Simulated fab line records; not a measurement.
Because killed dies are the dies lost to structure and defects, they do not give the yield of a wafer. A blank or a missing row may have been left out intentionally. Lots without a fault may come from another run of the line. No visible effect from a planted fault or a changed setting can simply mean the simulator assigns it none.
The tool behind it: which one? | flow n5 finfet | 10 lots, 30 wafers sampled, at 4 steps of a route of 1938

## WHAT THE GAUGES SHOWED, per wafer
N5_BEOL_M4_RC_MEAS_101.
lot  | measured     | on        | DIBL_N (mV/V)  | DIBL_P (mV/V)  | IOFF_N (nA/um) | IOFF_P (nA/um) | ION_N (uA/um) | ION_P (uA/um) | SS_N (mV/dec)  | SS_P (mV/dec)  | VT_N (mV)   | VT_P (mV)
L248 | day 8 15:29  | prober-01 | 35.6 39.3 37.9 | 34.3 38.9 37.1 | 0.13 0.22 0.19 | 0.14 0.20 0.18 | 654 684 686   | 441 455 455   | 71.5 73.0 72.5 | 72.4 73.8 73.3 | 255 247 249 | -257 -256 -254
L249 | day 8 15:54  | prober-02 | 34.8 35.0 33.1 | 32.0 32.7 30.1 | 0.13 0.14 0.11 | 0.19 0.20 0.17 | 679 682 672   | 472 478 470   | 70.9 71.0 70.0 | 72.6 72.5 72.6 | 250 249 253 | -248 -250 -251
L256 | day 10 10:04 | prober-01 | 35.4 33.4 37.0 | 34.8 32.0 37.2 | 0.16 0.12 0.20 | 0.21 0.17 0.26 | 662 666 682   | 463 464 465   | 71.6 71.6 73.0 | 72.6 72.0 73.6 | 246 251 245 | -248 -251 -245
L258 | day 10 15:20 | prober-01 | 36.0 36.2 37.3 | 34.6 34.6 35.1 | 0.13 0.15 0.15 | 0.21 0.20 0.19 | 649 677 661   | 450 466 450   | 71.0 71.3 71.3 | 73.0 73.2 72.4 | 250 246 249 | -251 -252 -251
L260 | day 11 18:20 | prober-02 | 33.6 35.7 34.1 | 33.6 36.7 34.6 | 0.15 0.18 0.16 | 0.20 0.24 0.22 | 688 682 700   | 480 469 479   | 70.6 71.7 71.4 | 72.4 72.5 72.1 | 246 248 246 | -248 -248 -250
L265 | day 12 05:58 | prober-01 | 33.1 32.3 33.5 | 32.2 31.9 33.4 | 0.11 0.11 0.13 | 0.15 0.15 0.16 | 662 682 668   | 448 472 456   | 69.8 70.4 71.0 | 71.9 73.0 72.7 | 252 253 251 | -255 -253 -251
L264 | day 12 14:50 | prober-01 | 37.6 35.6 38.4 | 37.1 36.4 37.6 | 0.17 0.13 0.22 | 0.22 0.20 0.24 | 678 662 669   | 467 464 460   | 71.9 71.2 72.4 | 73.8 72.4 73.7 | 248 254 249 | -246 -250 -248
L266 | day 12 19:44 | prober-01 | 33.2 36.7 34.9 | 32.4 37.0 35.9 | 0.11 0.16 0.14 | 0.15 0.20 0.20 | 670 692 669   | 451 469 463   | 70.2 71.6 70.1 | 72.3 73.0 73.3 | 255 251 251 | -254 -251 -251
L269 | day 13 15:49 | prober-01 | 40.6 38.2 36.6 | 40.7 37.9 36.7 | 0.28 0.23 0.18 | 0.31 0.25 0.22 | 709 708 702   | 480 479 478   | 73.2 72.2 72.0 | 74.6 73.6 73.9 | 241 244 246 | -246 -245 -247
L270 | day 14 15:19 | prober-01 | 35.5 32.7 35.4 | 35.0 31.9 36.6 | 0.15 0.11 0.16 | 0.23 0.18 0.25 | 676 672 688   | 468 472 474   | 71.7 70.3 71.5 | 73.1 71.7 72.9 | 254 254 249 | -243 -247 -244

## TOOL THAT RAN EACH LOT (tool first, then ch and the chambers of the sampled wafers, then the start)
lot  | N5_BEOL_M2_SPUTTER_90        | N5_BEOL_M2_SPUTTER_92        | N5_BEOL_M2_CMP_52
L248 | pvd sputter-02, day 7 16:55  | pvd sputter-02, day 7 17:08  | cmp-02 ch 0,1, day 7 18:04
L249 | pvd sputter-01, day 7 17:07  | pvd sputter-01, day 7 17:20  | cmp-03 ch 0,1, day 7 18:18
L256 | pvd sputter-02, day 9 07:17  | pvd sputter-02, day 9 07:30  | cmp-03 ch 0,2,3, day 9 08:29
L258 | pvd sputter-01, day 9 10:28  | pvd sputter-01, day 9 10:41  | cmp-02 ch 0,2,3, day 9 11:38
L260 | pvd sputter-01, day 10 10:57 | pvd sputter-01, day 10 11:10 | cmp-03 ch 0,1,3, day 10 12:10
L265 | pvd sputter-01, day 11 04:50 | pvd sputter-01, day 11 05:04 | cmp-01 ch 2,3, day 11 06:02
L264 | pvd sputter-03, day 11 08:59 | pvd sputter-03, day 11 09:13 | cmp-01 ch 0,1,2, day 11 10:13
L266 | pvd sputter-03, day 11 10:50 | pvd sputter-03, day 11 11:03 | cmp-02 ch 1,2, day 11 11:59
L269 | pvd sputter-03, day 12 09:05 | pvd sputter-03, day 12 09:19 | cmp-02 ch 0,3, day 12 10:25
L270 | pvd sputter-03, day 13 03:26 | pvd sputter-03, day 13 03:39 | cmp-02 ch 0,2,3, day 13 04:35
- N5_BEOL_M2_SPUTTER_90: material Cu, target thk 4.5 nm, time 8.29 s.
- N5_BEOL_M2_SPUTTER_92: material Cu, target thk 4.5 nm, time 8.29 s.
- N5_BEOL_M2_CMP_52: polishes, stops on SiOC, t overpolish 6.8 s, target thk 40 nm.

## AS READ BY THE TOOLS THEMSELVES (means over the sampled wafers that have a number; for cases with no such wafer, the mark the record gives instead)
N5_BEOL_M2_SPUTTER_90.
lot  | tool           | chuck sensor temp C (C) | throttle valve pct (%)
L248 | pvd sputter-02 | -16.0                   | 30.4
L249 | pvd sputter-01 | -16.0                   | 31.0
L256 | pvd sputter-02 | -16.1                   | 30.1
L258 | pvd sputter-01 | -15.9                   | 31.1
L260 | pvd sputter-01 | -15.7                   | 31.4
L265 | pvd sputter-01 | -16.2                   | 30.7
L264 | pvd sputter-03 | -16.0                   | 29.5
L266 | pvd sputter-03 | -15.4                   | 29.6
L269 | pvd sputter-03 | -16.2                   | 30.5
L270 | pvd sputter-03 | -16.1                   | 31.0

N5_BEOL_M2_SPUTTER_92.
lot  | tool           | chuck sensor temp C (C) | throttle valve pct (%)
L248 | pvd sputter-02 | -16.0                   | 30.6
L249 | pvd sputter-01 | -15.9                   | 31.0
L256 | pvd sputter-02 | -16.0                   | 30.2
L258 | pvd sputter-01 | -15.8                   | 31.0
L260 | pvd sputter-01 | -15.8                   | 31.6
L265 | pvd sputter-01 | -16.2                   | 30.7
L264 | pvd sputter-03 | -16.0                   | 29.4
L266 | pvd sputter-03 | -15.6                   | 29.8
L269 | pvd sputter-03 | -16.2                   | 30.5
L270 | pvd sputter-03 | -16.0                   | 30.9

N5_BEOL_M2_CMP_52.
lot  | tool   | barrier field endpoint s (s) | motor current A (A) | overpolish run s (s) | time to endpoint s (s)
L248 | cmp-02 | 25.5                         | 5.8                 | 6.787                | 66
L249 | cmp-03 | 24.0                         | 7.0                 | 6.800                | 55
L256 | cmp-03 | 17.0                         | 6.4                 | 6.799                | 41
L258 | cmp-02 | 24.5                         | 6.1                 | 6.795                | 64
L260 | cmp-03 | 21.1                         | 6.4                 | 6.799                | 49
L265 | cmp-01 | 25.1                         | 6.0                 | 6.802                | 62
L264 | cmp-01 | 24.7                         | 6.3                 | 6.800                | 61
L266 | cmp-02 | 24.7                         | 6.0                 | 6.796                | 63
L269 | cmp-02 | 25.9                         | 5.6                 | 6.799                | 67
L270 | cmp-02 | 24.9                         | 5.6                 | 6.794                | 68

## THE ANSWER, worked out from the rows above alone
Rule: what is usual is taken from the lots themselves. Put in order of their means at a reading, lots are off if they are a third of the lots or fewer, leave a main group of 4 or more, and stand apart from it by a gap of 3 or more times the standard deviation of the main group's means; of several such gaps the widest counts. A main group whose means are all the same, to the digits that the tables above print for the reading, isn't used. Also off: a lot with no number at a reading for which 4 or more lots have one. Any other lot the step has rows for is counted as sound. First the gauges in route order, then the tools' own readings, where a lot's mean is used as printed above. At the first step where some lot is off, the reading lying furthest off is the one used; lots without a number count as furthest.
Off: L256, L260, at N5_BEOL_M2_CMP_52 (barrier field endpoint s). The main group has a mean of 24.9 s with a standard deviation of 0.55.
If a tool, at that step or one of the process steps before it, ran each lot that is off and ran no sound lot following the first of them, it fits. One fits: N5_BEOL_M2_CMP_52 on cmp-03. Its last sound lot is L249 (day 7 18:18), its first lot that is off L256 (day 9 08:29): a fault that began between those two fits.
The tool's own readings at N5_BEOL_M2_CMP_52 bear it out: on the lots that are off they differ by more than 5 times the standard deviation of the sound lots' means. barrier field endpoint s reads 19.1 s there against 24.9 s on the sound lots.

## WHAT WAS PUT IN BY THE SIMULATOR
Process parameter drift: cmp-03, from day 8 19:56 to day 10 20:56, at N5_BEOL_M2_CMP_52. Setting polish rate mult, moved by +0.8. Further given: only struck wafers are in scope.
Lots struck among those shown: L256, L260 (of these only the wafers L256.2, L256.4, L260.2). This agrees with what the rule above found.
